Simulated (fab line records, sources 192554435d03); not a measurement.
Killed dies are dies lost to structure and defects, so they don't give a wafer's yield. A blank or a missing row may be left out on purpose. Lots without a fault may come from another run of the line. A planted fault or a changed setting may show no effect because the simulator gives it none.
Chamber matching | flow n5_finfet | N5_MOL_CONTACT_COAG_ALD_133 on ald_sin-01: 4 sister chambers
The step deposits SiO2, target thk 5 nm, pulse time 1 s, co reactant pulse time 1 s. 8 wafers are shown with their chamber, then 7 later ones without.

WAFERS WITH THEIR CHAMBER
wafer  | chamber | heater_power_w (W) | chamber_pressure_Torr (Torr)
L293.6 | 0       | 71                 | 2.006
L294.2 | 3       | 81                 | 2.000
L294.4 | 1       | 82                 | 2.004
L296.2 | 0       | 71                 | 2.004
L296.3 | 2       | 96                 | 2.003
L296.4 | 3       | 80                 | 2.002
L297.2 | 2       | 97                 | 2.009
L297.4 | 1       | 80                 | 1.998

WAFERS WITHOUT THEIR CHAMBER
wafer  | heater_power_w (W) | chamber_pressure_Torr (Torr)
L297.5 | 98                 | 2.007
L307.3 | 79                 | 2.002
L307.4 | 81                 | 2.005
L307.6 | 76                 | 2.000
L308.1 | 78                 | 1.997
L308.2 | 75                 | 2.003
L308.5 | 72                 | 2.004

WHICH CHAMBER EACH WENT THROUGH
wafer  | from the rows above          | in truth
L297.5 | 2                            | 2
L307.3 | can't be placed: 3 or 1      | 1
L307.4 | can't be placed: 1 or 3      | 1
L307.6 | can't be placed: 3 or 1 or 0 | 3
L308.1 | can't be placed: 3 or 1      | 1
L308.2 | can't be placed: 0 or 3      | 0
L308.5 | 0                            | 0
Placed correctly: 2 of 7. Can't be placed from these rows: 5 (the true chamber is among the candidates in 5). Placed wrongly: 0.
How it was worked out, from the rows above alone: a wafer's distance from a chamber is the root of the sum, over the readings, of the square of ((its reading less the chamber's mean) divided by the reading's scatter). The wafer belongs to the nearest chamber; if the next one is less than 2 further off, it can't be placed. A chamber's mean is the mean of its shown wafers. The scatter: the root of (the sum of the squares of (reading less its chamber's mean) over the shown wafers, divided by (wafers less chambers)).
